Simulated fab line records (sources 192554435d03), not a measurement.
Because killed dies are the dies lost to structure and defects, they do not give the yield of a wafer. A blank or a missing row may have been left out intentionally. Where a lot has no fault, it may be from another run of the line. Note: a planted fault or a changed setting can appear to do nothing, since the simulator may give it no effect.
What tool caused it? ; flow n5_finfet ; 12 lots, 36 wafers sampled, at 6 steps of a route of 1938

== WHAT THE GAUGES READ, wafer by wafer ==
N5_BEOL_M1_CD_MEAS_11 targets a cd of 17.05 nm.
lot;measured;on;cd_nm (nm)
L075;day 6 09:41;cd_sem-02;16.86 16.91 16.98
L077;day 6 19:41;cd_sem-03;17.63 17.37 17.02
L079;day 7 04:45;cd_sem-01;16.88 17.10 16.93
L081;day 7 19:53;cd_sem-01;16.95 17.08 17.13
L083;day 8 11:31;cd_sem-01;17.05 17.13 17.12
L086;day 8 20:43;cd_sem-01;17.46 16.99 16.98
L087;day 9 12:45;cd_sem-03;16.99 16.65 16.97
L089;day 9 20:53;cd_sem-02;16.82 17.26 16.98
L091;day 10 11:01;cd_sem-01;16.95 17.39 17.07
L093;day 10 22:44;cd_sem-02;17.03 17.05 17.53
L095;day 11 10:04;cd_sem-02;16.74 17.29 16.93
L097;day 12 01:19;cd_sem-01;16.88 17.30 16.86

== WHICH TOOL RAN EACH LOT (tool, then ch and the chambers of the sampled wafers, then the start) ==
lot;N5_BEOL_M0_SAQP_RECESS_109;N5_BEOL_M0_SPUTTER_134;N5_BEOL_M0_PRE_CLEAN_131;N5_BEOL_M0_DEP_125;N5_BEOL_M1_ILD_DEP_00
L075;vapor_etch-01 ch 0,1, day 5 22:26;pvd_sputter-03, day 6 07:34;cvd_co-01 ch 0,2, day 6 08:30;pecvd-04 ch 0,1, day 6 08:40;pecvd-03 ch 1,2, day 6 08:47
L077;vapor_etch-01 ch 0,1, day 6 10:03;pvd_sputter-03, day 6 16:51;cvd_co-02 ch 0,1,2, day 6 18:16;pecvd-01 ch 0,1,2, day 6 18:25;pecvd-03 ch 0,1,2, day 6 18:32
L079;vapor_etch-02 ch 0,1, day 6 18:46;pvd_sputter-02, day 7 02:23;cvd_co-02 ch 0,1,2, day 7 03:20;pecvd-02 ch 0,2, day 7 03:30;pecvd-01 ch 0,1, day 7 03:38
L081;vapor_etch-01 ch 0,1, day 7 07:37;pvd_sputter-03, day 7 16:10;cvd_co-02 ch 0,1, day 7 17:12;pecvd-04 ch 0,1,2, day 7 17:22;pecvd-03 ch 1,2, day 7 17:29
L083;vapor_etch-01 ch 0,1, day 7 22:56;pvd_sputter-03, day 8 08:17;cvd_co-02 ch 1,2, day 8 09:31;pecvd-02 ch 0,1, day 8 09:40;pecvd-01 ch 1,2, day 8 09:48
L086;vapor_etch-01 ch 0,1, day 8 10:38;pvd_sputter-03, day 8 17:40;cvd_co-02 ch 0,1,2, day 8 19:08;pecvd-02 ch 0,1, day 8 19:17;pecvd-01 ch 0,2, day 8 19:25
L087;vapor_etch-02 ch 0,1, day 9 00:22;pvd_sputter-03, day 9 07:43;cvd_co-02 ch 0,1,2, day 9 09:00;pecvd-01 ch 0,1,2, day 9 09:09;pecvd-03 ch 0,1,2, day 9 09:17
L089;vapor_etch-01 ch 1, day 9 10:01;pvd_sputter-02, day 9 17:26;cvd_co-01 ch 0,1,2, day 9 19:40;pecvd-01 ch 0,1, day 9 19:50;pecvd-01 ch 0,2, day 9 19:58
L091;vapor_etch-02 ch 0,1, day 9 23:20;pvd_sputter-02, day 10 08:55;cvd_co-01 ch 1,2, day 10 09:51;pecvd-04 ch 0,1,2, day 10 10:01;pecvd-03 ch 0,1,2, day 10 10:08
L093;vapor_etch-02 ch 0,1, day 10 11:06;pvd_sputter-03, day 10 19:14;cvd_co-02 ch 1,2, day 10 20:11;pecvd-02 ch 1,2, day 10 20:21;pecvd-03 ch 0,1,2, day 10 20:29
L095;vapor_etch-01 ch 0,1, day 10 21:07;pvd_sputter-02, day 11 03:49;cvd_co-01 ch 0,1, day 11 05:07;pecvd-02 ch 1,2, day 11 05:16;pecvd-03 ch 0,1, day 11 05:24
L097;vapor_etch-01 ch 0,1, day 11 08:21;pvd_sputter-01, day 11 21:27;cvd_co-01 ch 1,2, day 11 22:40;pecvd-02 ch 0,1,2, day 11 22:50;pecvd-03 ch 1,2, day 11 22:58
- N5_BEOL_M0_SAQP_RECESS_109: chemistry HF/NH3, target SiO2, target depth 3 nm, afs cycles 1, sublimation time 60 s.
- N5_BEOL_M0_SPUTTER_134: material Cu, target thk 4 nm, time 7.37 s.
- N5_BEOL_M0_PRE_CLEAN_131: time 15 s.
- N5_BEOL_M0_DEP_125: deposits SiCN from 3MS/NH3, target thk 8 nm, time 14 s.
- N5_BEOL_M1_ILD_DEP_00: deposits SiOC from DEMS/O2, target thk 79 nm, time 15.3 s.

== THE ANSWER, worked out from the rows above alone ==
Rule: the usual values come from the lots themselves. Put in order of their means at a reading, lots are off if they are a third of the lots or fewer, leave a main group of 4 or more, and stand apart from it by a gap of 3 or more times the standard deviation of the main group's means; of several such gaps the widest counts. A main group whose means are all the same, to the digits that the tables above print for the reading, isn't used. A lot without any number at a reading at which 4 lots or more have one is off too. All remaining lots with rows at the step are treated as sound.
None of the lots is off at any reading shown; this tells nothing.

== WHAT THE SIMULATOR PUT IN ==
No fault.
